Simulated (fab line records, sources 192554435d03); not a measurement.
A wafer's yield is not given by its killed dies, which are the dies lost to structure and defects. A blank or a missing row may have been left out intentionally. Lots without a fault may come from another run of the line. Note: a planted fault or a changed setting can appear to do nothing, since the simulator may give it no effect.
Chamber matching || flow n5-finfet || N5_BEOL_M11_DESCUM_33 on rie-diel-02: 4 sister chambers
The step chemistry O2, time 7.9 s. 4 wafers are shown with their chamber, then 11 later ones without.

== EACH WAFER AND ITS CHAMBER ==
{"wafer": "L086.3", "chamber": 0, "drypump-motor-current-A (A)": 5.2}
{"wafer": "L086.4", "chamber": 1, "drypump-motor-current-A (A)": 5.6}
{"wafer": "L087.6", "chamber": 3, "drypump-motor-current-A (A)": 5.5}
{"wafer": "L090.1", "chamber": 2, "drypump-motor-current-A (A)": 5.0}

== WAFERS WHOSE CHAMBER IS MISSING ==
{"wafer": "L090.2", "drypump-motor-current-A (A)": 5.2}
{"wafer": "L090.3", "drypump-motor-current-A (A)": 5.6}
{"wafer": "L090.4", "drypump-motor-current-A (A)": 5.5}
{"wafer": "L090.5", "drypump-motor-current-A (A)": 5.7}
{"wafer": "L090.6", "drypump-motor-current-A (A)": 5.2}
{"wafer": "L094.2", "drypump-motor-current-A (A)": 5.0}
{"wafer": "L094.5", "drypump-motor-current-A (A)": 5.0}
{"wafer": "L094.6", "drypump-motor-current-A (A)": 5.5}
{"wafer": "L091.2", "drypump-motor-current-A (A)": 5.2}
{"wafer": "L091.3", "drypump-motor-current-A (A)": 5.6}
{"wafer": "L091.4", "drypump-motor-current-A (A)": 5.0}

== CHAMBER TAKEN BY EACH ==
{"wafer": "L090.2", "from the rows above": 0, "in truth": 0}
{"wafer": "L090.3", "from the rows above": 1, "in truth": 1}
{"wafer": "L090.4", "from the rows above": 3, "in truth": 3}
{"wafer": "L090.5", "from the rows above": 1, "in truth": 1}
{"wafer": "L090.6", "from the rows above": 0, "in truth": 0}
{"wafer": "L094.2", "from the rows above": 2, "in truth": 2}
{"wafer": "L094.5", "from the rows above": 2, "in truth": 2}
{"wafer": "L094.6", "from the rows above": 3, "in truth": 3}
{"wafer": "L091.2", "from the rows above": 0, "in truth": 0}
{"wafer": "L091.3", "from the rows above": 1, "in truth": 1}
{"wafer": "L091.4", "from the rows above": 2, "in truth": 2}
Correct placement for 11 of the 11. Number that these rows cannot place: 0. Wrongly placed: 0.
How it was worked out, from the rows above alone: a wafer's distance from a chamber is the root of the sum, over the readings, of the square of ((its reading less the chamber's mean) divided by the reading's scatter). If the next closest chamber is less than 2 further off than the closest, the wafer can't be placed; otherwise it belongs to the closest. A chamber's mean is the mean of its shown wafers. The scatter: with one shown wafer a chamber, the root of the mean of the squares of how far each hidden wafer lies from its nearest shown one.
